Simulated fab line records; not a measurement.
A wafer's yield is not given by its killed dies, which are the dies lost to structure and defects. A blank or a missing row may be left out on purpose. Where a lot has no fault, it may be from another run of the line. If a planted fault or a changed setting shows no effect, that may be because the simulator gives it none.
Which tool did it? / flow n5Finfet / 33 wafers from 11 lots sampled at 2 of the route's 1938 steps

== WHAT THE GAUGES READ, wafer by wafer ==
N5_BEOL_M6_OCD_MEAS_38. Usual: trenchDepthNm at 96.2 nm, with a standard deviation of 2.1.
lot=L896; measured=day 9 07:57; on=ocd-01; trenchDepthNm (nm)=97.6 95.1 98.7; flag=
lot=L897; measured=day 9 09:41; on=ocd-01; trenchDepthNm (nm)=96.2 97.6 99.3; flag=
lot=L899; measured=day 9 22:25; on=ocd-01; trenchDepthNm (nm)=92.4 95.4 92.9; flag=
lot=L898; measured=day 9 22:49; on=ocd-01; trenchDepthNm (nm)=95.6 95.5 97.9; flag=
lot=L900; measured=day 10 06:25; on=ocd-02; trenchDepthNm (nm)=95.1 96.6 94.7; flag=
lot=L906; measured=day 11 10:48; on=ocd-02; trenchDepthNm (nm)=96.3 98.6 95.8; flag=
lot=L909; measured=day 12 10:57; on=ocd-01; trenchDepthNm (nm)=94.8 97.2 95.2; flag=
lot=L910; measured=day 12 11:37; on=ocd-02; trenchDepthNm (nm)=96.9 95.8 98.8; flag=
lot=L908; measured=day 12 14:50; on=ocd-01; trenchDepthNm (nm)=95.2 93.4 98.3; flag=
lot=L911; measured=day 12 20:50; on=ocd-01; trenchDepthNm (nm)=99.6 98.8 99.1; flag=
lot=L919; measured=day 15 06:37; on=ocd-01; trenchDepthNm (nm)=97.4 97.1 97.5; flag=

N5_BEOL_M6_CD_MEAS_35: target cd 40 nm, target cd y 28 nm. Usual: cdNm at 40.2 nm, with a standard deviation of 0.77.
lot=L896; measured=day 9 08:06; on=cdSem-03; cdNm (nm)=39.5 39.3 40.1; flag=
lot=L897; measured=day 9 09:56; on=cdSem-02; cdNm (nm)=41.2 40.1 40.2; flag=
lot=L899; measured=day 9 22:34; on=cdSem-02; cdNm (nm)=40.5 39.6 38.6; flag=
lot=L898; measured=day 9 22:58; on=cdSem-02; cdNm (nm)=40.7 40.7 40.6; flag=
lot=L900; measured=day 10 06:34; on=cdSem-03; cdNm (nm)=39.7 39.1 39.9; flag=
lot=L906; measured=day 11 10:57; on=cdSem-02; cdNm (nm)=40.0 38.4 38.6; flag=
lot=L909; measured=day 12 11:06; on=cdSem-03; cdNm (nm)=39.6 39.7 40.7; flag=
lot=L910; measured=day 12 11:46; on=cdSem-02; cdNm (nm)=40.2 39.3 38.7; flag=
lot=L908; measured=day 12 14:59; on=cdSem-03; cdNm (nm)=40.0 40.1 41.4; flag=
lot=L911; measured=day 12 21:00; on=cdSem-03; cdNm (nm)=41.0 40.6 41.2; flag=
lot=L919; measured=day 15 06:46; on=cdSem-02; cdNm (nm)=40.6 40.9 40.8; flag=

== WHICH TOOL RAN EACH LOT (tool, then ch and the chambers of the sampled wafers, then the start) ==
The record holds no process step before these readings.

== WHAT THE TOOLS THEMSELVES READ (means of the sampled wafers that have a number; where no wafer has one, the mark that the record gives instead) ==
The record holds no such reading with a usual standard deviation.

== THE ANSWER, worked out from the rows above alone ==
Rule: take the mean of a lot's wafers that have a number; if it is more than 3 standard deviations from the usual mean, the lot is off. Also off: a lot with no number at a reading for which 4 or more lots have one. Where the step has rows for the other lots, those lots are counted as sound. The gauges are gone through in route order, then the tools' own readings, and for those a lot's mean is taken as printed above. At the first step where some lot is off, the reading lying furthest off is the one used; lots without a number count as furthest.
Across all readings shown, no lot is off: no conclusion can be drawn from this.

== WHAT HAD BEEN PUT IN BY THE SIMULATOR ==
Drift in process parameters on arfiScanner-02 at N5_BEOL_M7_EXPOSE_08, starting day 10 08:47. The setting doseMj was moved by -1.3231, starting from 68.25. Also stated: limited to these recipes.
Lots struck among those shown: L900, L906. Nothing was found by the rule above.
